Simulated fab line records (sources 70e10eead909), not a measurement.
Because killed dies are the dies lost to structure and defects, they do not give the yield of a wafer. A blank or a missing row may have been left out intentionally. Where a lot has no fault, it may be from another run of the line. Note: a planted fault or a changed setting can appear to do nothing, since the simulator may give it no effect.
Matching of chambers / flow nand_harc / pecvd-02 running NHARC_A_M1_PRE_CLEAN_32: 3 sister chambers
The step time 12 s. 27 wafers are shown with their chamber, then 12 later ones without.

== WAFERS PAIRED WITH THEIR CHAMBERS ==
wafer=L074.1; chamber=2; heater_power_w (W)=634
wafer=L074.4; chamber=2; heater_power_w (W)=644
wafer=L074.5; chamber=0; heater_power_w (W)=566
wafer=L076.2; chamber=2; heater_power_w (W)=612
wafer=L076.3; chamber=0; heater_power_w (W)=573
wafer=L076.4; chamber=2; heater_power_w (W)=601
wafer=L079.1; chamber=2; heater_power_w (W)=618
wafer=L079.2; chamber=1; heater_power_w (W)=715
wafer=L079.4; chamber=2; heater_power_w (W)=601
wafer=L079.3; chamber=0; heater_power_w (W)=539
wafer=L079.5; chamber=0; heater_power_w (W)=544
wafer=L079.6; chamber=1; heater_power_w (W)=712
wafer=L083.2; chamber=0; heater_power_w (W)=506
wafer=L083.3; chamber=1; heater_power_w (W)=694
wafer=L083.5; chamber=2; heater_power_w (W)=675
wafer=L083.1; chamber=2; heater_power_w (W)=670
wafer=L083.4; chamber=0; heater_power_w (W)=532
wafer=L083.6; chamber=1; heater_power_w (W)=693
wafer=L084.2; chamber=0; heater_power_w (W)=549
wafer=L084.3; chamber=2; heater_power_w (W)=677
wafer=L084.6; chamber=0; heater_power_w (W)=523
wafer=L086.1; chamber=1; heater_power_w (W)=653
wafer=L086.2; chamber=2; heater_power_w (W)=669
wafer=L086.3; chamber=0; heater_power_w (W)=487
wafer=L086.4; chamber=2; heater_power_w (W)=637
wafer=L086.5; chamber=1; heater_power_w (W)=644
wafer=L086.6; chamber=0; heater_power_w (W)=492

SIGNATURES (means of the wafers above)
reading=heater_power_w; chamber 0=531.10; chamber 1=685.17; chamber 2=639.82; scatter within a chamber=29.5
Rule: a wafer's distance from a chamber is the root of the sum, over the readings, of the square of ((its reading less the chamber's mean) divided by the reading's scatter). The wafer belongs to the nearest chamber; if the next one is less than 2 further off, it can't be placed. How the scatter is found: for the shown wafers, subtract from each reading the mean of its chamber, square and add these, divide the total by (wafers less chambers), then take the root.

== WAFERS WITH NO CHAMBER GIVEN ==
wafer=L085.2; heater_power_w (W)=624
wafer=L085.3; heater_power_w (W)=485
wafer=L085.4; heater_power_w (W)=629
wafer=L090.1; heater_power_w (W)=785
wafer=L090.3; heater_power_w (W)=547
wafer=L090.6; heater_power_w (W)=525
wafer=L089.3; heater_power_w (W)=468
wafer=L089.4; heater_power_w (W)=470
wafer=L089.5; heater_power_w (W)=663
wafer=L094.1; heater_power_w (W)=758
wafer=L094.4; heater_power_w (W)=528
wafer=L094.5; heater_power_w (W)=536

== CHAMBER TAKEN BY EACH ==
wafer=L085.2; from the rows above=can't be placed: 2 or 1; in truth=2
wafer=L085.3; from the rows above=0; in truth=0
wafer=L085.4; from the rows above=can't be placed: 2 or 1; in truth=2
wafer=L090.1; from the rows above=can't be placed: 1 or 2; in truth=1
wafer=L090.3; from the rows above=0; in truth=0
wafer=L090.6; from the rows above=0; in truth=0
wafer=L089.3; from the rows above=0; in truth=0
wafer=L089.4; from the rows above=0; in truth=0
wafer=L089.5; from the rows above=can't be placed: 1 or 2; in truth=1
wafer=L094.1; from the rows above=can't be placed: 1 or 2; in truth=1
wafer=L094.4; from the rows above=0; in truth=0
wafer=L094.5; from the rows above=0; in truth=0
Correct placement for 7 of the 12. These rows do not allow placing 5 (true chamber among the candidates in 5). Wrongly placed: 0.
